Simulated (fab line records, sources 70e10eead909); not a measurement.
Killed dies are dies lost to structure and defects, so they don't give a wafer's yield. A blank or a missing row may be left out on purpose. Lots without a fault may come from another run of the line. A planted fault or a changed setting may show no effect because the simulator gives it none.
A struck lot beside a sound one | flow nand_harc | 13 steps out of a route of 1159
Sound: wafers L963.2, L963.3, L963.5. Struck: wafers L978.4, L978.5. (L978.3 of the same lot was not struck and is left out.) The cause comes at the end.
At each step with rows: each side's tool, then ch and its chambers, then its first start. Under that, the readings that differ: sound wafers | struck wafers | difference of the means | sigmas: that difference in standard deviations of wafers without a fault.
alike: readings whose means differ by less than 2 such deviations, and words and numbers that are the same on both sides. not compared: withheld readings, readings that some wafer has no value for, bounds like >300 that may hide the same value, and numbers for which the record gives no deviation and whose values overlap.
The two part at a step that has a row with sigmas, a row that says differs or no value, or rows on one side only. Numbers that don't overlap but have no deviation are shown without sigmas and don't part them. A reading that every wafer of one side lacks parts them only if that side has two wafers or more.

first, 2 steps without rows for these wafers: NHARC_A_WL_FILL_CVD_03 (deposits W, target thk 40 nm, time 3302 s); NHARC_A_WL_FILL_ETCHBACK_04 (etches the open film in NF3, target depth 60 nm, time 120 s).
NHARC_A_WL_FILL_ETCHBACK_05: etches the open film in Cl2/BCl3, target depth 22 nm, time 60 s.
  sound on rie_metal-03 ch 0,1, day 15 11:36; struck on rie_metal-02 ch 0,1, day 19 15:11
  alike: chamber_pressure_mTorr, drypump_motor_current_A, oes_product_au, run_length_s
  not compared: rf_hours_counter_h
NHARC_A_WL_FILL_STRIP_27: strips in N2/H2, time 20 s.
  sound on plasma_asher-01 ch 0,1, day 15 11:45; struck on plasma_asher-02 ch 0,1, day 19 15:42
  alike: drypump_motor_current_A, heater_power_w
  not compared: rf_hours_counter_h
then, 4 steps without rows for these wafers: NHARC_A_WL_FILL_STRIP_28 (strips in post etch residue remover, time 1200 s); NHARC_A_WL_FILL_PRECLEAN_06 (cleans in DIW, time 300 s); NHARC_A_WL_FILL_SRD_07; NHARC_A_WL_FILL_ANNEAL_08 (time 1800 s).
NHARC_A_WL_FILL_ALD_10: deposits SiO2, target thk 50 nm, pulse time 10 s, ald cycles 500.
  sound on ald_hk-03 ch 1,2, day 15 16:56; struck on ald_hk-03 ch 0,1, day 19 21:46
  alike: heater_power_w, precursor_pulse_height_rel
NHARC_A_WL_FILL_ETCHBACK_16: etches the open film in C4F8/O2/Ar, target depth 88 nm, time 17.6 s.
  sound on rie_diel-12 ch 0,2; struck on rie_diel-12 ch 2,3
  alike: bias_w, chamber_pressure_mTorr, oes_product_au, rf_vpp_V, run_length_s
  not compared: rf_hours_counter_h
NHARC_A_WL_FILL_STRIP_29: strips in O2, time 20 s.
  sound on rie_diel-12 ch 0,2, day 15 21:41; struck on rie_diel-12 ch 3, day 20 02:02
  alike: chamber_pressure_mTorr, drypump_motor_current_A, oes_product_au, rf_vpp_V, showerhead_plenum_p_Torr, throttle_valve_pct
  not compared: rf_hours_counter_h
NHARC_A_WL_FILL_ETCHBACK_17: etches the open film in Cl2/BCl3, target depth 4 nm, time 26.7 s.
  sound on rie_metal-03 ch 0,1, day 15 21:47; struck on rie_metal-01 ch 0, day 20 02:10
  reading          | sound             | struck      | difference | sigmas
  run_length_s (s) | 48.29 48.38 48.29 | 38.45 39.13 | -9.53      | -33
  alike: chamber_pressure_mTorr, drypump_motor_current_A, oes_product_au
  not compared: rf_hours_counter_h
then, 1 step without rows for these wafers: NHARC_A_WL_FILL_PRECLEAN_18 (cleans in dHF, time 30 s).

WHERE THEY PART
Only at NHARC_A_WL_FILL_ETCHBACK_17, within this record.

WHY: what the simulator had put in
Process parameter drift: rie_metal-01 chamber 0, from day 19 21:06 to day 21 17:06, at NHARC_A_WL_FILL_ETCHBACK_17. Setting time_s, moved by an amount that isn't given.
